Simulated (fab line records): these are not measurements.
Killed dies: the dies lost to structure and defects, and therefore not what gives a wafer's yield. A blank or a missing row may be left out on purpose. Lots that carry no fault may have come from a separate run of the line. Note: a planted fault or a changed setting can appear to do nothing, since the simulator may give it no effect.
Comparing a struck lot with a sound one | flow n5-finfet | 14 steps out of a route of 1938
Sound: the wafers L626.4, L626.5, L626.6. Struck: wafer L633.2. (L633.3 of the same lot was not struck and is left out.) The cause comes at the end.
At each step with rows: each side's tool, then ch and its chambers, then its first start. Under that, the readings that differ: sound wafers | struck wafers | difference of the means | sigmas: that difference in standard deviations of wafers without a fault.
alike: same words and numbers on both sides, and readings whose means sit less than 2 such deviations apart. not compared: any withheld reading, any reading some wafer has no value for, any bound like >300 that may hide the same value, and any number with overlapping values for which the record gives no deviation.
Wherever a step has rows on one side only, a row that says differs or no value, or a row with sigmas, the two part there. Numbers that have no deviation but don't overlap get no sigmas and don't part them. A reading missing from all wafers of one side parts the sides only when that side holds two or more wafers.

N5_MIM_BOT_LITHO_CD_MEAS_08: target cd 3000 nm.
  sound on cd-sem-02 ch 0, day 13 15:27; struck on cd-sem-01 ch 0, day 15 17:46
  reading    | sound                | struck | difference | sigmas
  cd-nm (nm) | 3001.0 3000.1 3001.5 | 2997.7 | -3.2       | -2
N5_MIM_BOT_LITHO_OVL_MEAS_11:
  sound on overlay-02 ch 0, day 13 15:29; struck on overlay-01 ch 0, day 15 17:47
  alike: MIM_BOT_OVL
N5_MIM_BOT_LITHO_INSPECT_12: inspects for defects (macro).
  sound on defect-inspect-01 at day 13 15:30; struck on defect-inspect-01 at day 15 17:49
  alike: raw-defect-count
N5_MIM_BOT_LITHO_DESCUM_10: chemistry O2, time 7.9 s.
  sound on rie-diel-01 ch 0,1,3, day 13 15:42; struck on rie-diel-01 ch 1, day 15 17:51
  alike: drypump-motor-current-A, oes-product-au, rf-vpp-V, showerhead-plenum-p-Torr, throttle-valve-pct
  not compared: rf-hours-counter-h
then, 1 step without rows for these wafers: N5_MIM_BOT_ETCH_ETCH_04 (etches SiNx in CF4/O2, target depth 26 nm, time 13 s).
N5_MIM_BOT_ETCH_ETCH_03: etches the open film in Cl2/BCl3, target depth 12 nm.
  sound on rie-metal-03 ch 0,1, day 13 15:53; struck on rie-metal-02 ch 1, day 15 18:01
  reading                | sound | struck | difference                   | sigmas
  rf-hours-counter-h (h) | - - - | 21     | no value on the sound wafers |
  alike: drypump-motor-current-A, oes-product-au, throttle-valve-pct
N5_MIM_BOT_ETCH_ETCH_00: etches TiN in Cl2/BCl3, target depth 45.5 nm.
  sound on rie-metal-03 ch 0,1, day 13 15:59; struck on rie-metal-02 ch 1, day 15 18:06
  reading                | sound | struck | difference                   | sigmas
  rf-hours-counter-h (h) | - - - | 21     | no value on the sound wafers |
  alike: drypump-motor-current-A, mfc-ar-sccm, oes-product-au, throttle-valve-pct
N5_MIM_BOT_ETCH_STRIP_01: strips in O2.
  sound on rie-diel-06 ch 0,1,3, day 13 16:07; struck on rie-diel-06 ch 3, day 15 18:14
  reading                | sound | struck | difference                   | sigmas
  rf-hours-counter-h (h) | - - - | 48     | no value on the sound wafers |
  alike: drypump-motor-current-A, oes-product-au, rf-vpp-V, showerhead-plenum-p-Torr, throttle-valve-pct
then, 3 steps without rows for these wafers: N5_MIM_BOT_ETCH_STRIP_02 (strips in post etch residue remover, time 1200 s); N5_MIM_BOT_ETCH_CLEAN_05 (cleans in IPA, time 180 s); N5_MIM_BOT_ETCH_SRD_06 (time 30 s).
N5_PASSIVATION_PECVD_55: deposits SiO2 from SiH4/N2O, target thk 400 nm, time 22.5 s.
  sound on pecvd-02 ch 1,2, day 13 16:37; struck on pecvd-02 ch 2, day 15 18:47
  alike: heater-power-w, showerhead-plenum-p-Torr, throttle-valve-pct
N5_PASSIVATION_PECVD_01: deposits SiNx from SiH4/NH3/N2, target thk 200 nm, time 43.2 s.
  sound on pecvd-02 ch 1,2, day 13 16:40; struck on pecvd-02 ch 2, day 15 18:49
  reading                                        | sound           | struck | difference | sigmas
  model.SiNx_of_PASSIVATION_PECVD_01.thk-nm (nm) | 200 200.4 198.2 | 159.6  | -39.9      |
  alike: heater-power-w, showerhead-plenum-p-Torr, throttle-valve-pct
then, 1 step without rows for these wafers: N5_PASSIVATION_HMDS_03 (time 60 s).

== WHERE THEY PART ==
At N5_MIM_BOT_LITHO_CD_MEAS_08 first; at N5_MIM_BOT_ETCH_STRIP_01 last (within this record only). Later steps at which nothing parts them and some readings are alike: N5_PASSIVATION_PECVD_55, N5_PASSIVATION_PECVD_01.

WHY: what the simulator had put in
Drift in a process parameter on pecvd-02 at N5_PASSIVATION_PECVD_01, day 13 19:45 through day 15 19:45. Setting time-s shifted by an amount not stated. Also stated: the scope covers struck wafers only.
